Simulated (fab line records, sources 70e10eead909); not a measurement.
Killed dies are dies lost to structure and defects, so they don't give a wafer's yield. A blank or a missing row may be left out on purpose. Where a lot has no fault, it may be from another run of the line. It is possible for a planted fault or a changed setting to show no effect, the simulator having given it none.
Chamber matching / flow nand_harc / NHARC_A_CONTACT_ETCH_51 on rie_diel-07: 4 sister chambers
The step etches the open film in O2/COS, target depth 7000 nm, time 1820 s. 4 wafers are shown with their chamber, then 7 later ones without.

== EACH WAFER AND ITS CHAMBER ==
wafer=L199.5; chamber=3; showerhead_plenum_p_Torr (Torr)=3.19
wafer=L199.6; chamber=1; showerhead_plenum_p_Torr (Torr)=3.24
wafer=L200.2; chamber=0; showerhead_plenum_p_Torr (Torr)=3.24
wafer=L200.3; chamber=2; showerhead_plenum_p_Torr (Torr)=3.35

== WAFERS WHOSE CHAMBER IS MISSING ==
wafer=L200.4; showerhead_plenum_p_Torr (Torr)=3.19
wafer=L202.1; showerhead_plenum_p_Torr (Torr)=3.24
wafer=L202.2; showerhead_plenum_p_Torr (Torr)=3.24
wafer=L202.4; showerhead_plenum_p_Torr (Torr)=3.35
wafer=L205.3; showerhead_plenum_p_Torr (Torr)=3.34
wafer=L205.4; showerhead_plenum_p_Torr (Torr)=3.24
wafer=L205.6; showerhead_plenum_p_Torr (Torr)=3.34

== WHICH CHAMBER EACH WENT THROUGH ==
wafer=L200.4; from the rows above=3; in truth=3
wafer=L202.1; from the rows above=can't be placed: 0 or 1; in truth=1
wafer=L202.2; from the rows above=can't be placed: 0 or 1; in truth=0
wafer=L202.4; from the rows above=2; in truth=2
wafer=L205.3; from the rows above=2; in truth=2
wafer=L205.4; from the rows above=can't be placed: 0 or 1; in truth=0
wafer=L205.6; from the rows above=2; in truth=2
Placed correctly: 4 of 7. Unplaceable from these rows: 3, with the true chamber sitting among the candidates in 3. Placed wrongly: 0.
How it was worked out, from the rows above alone: a wafer's distance from a chamber is the root of the sum, over the readings, of the square of ((its reading less the chamber's mean) divided by the reading's scatter). The wafer belongs to the nearest chamber; if the next one is less than 2 further off, it can't be placed. A chamber's mean is the mean of its shown wafers. The scatter: root of mean squared gap, hidden wafer to nearest shown wafer, with one shown wafer a chamber.
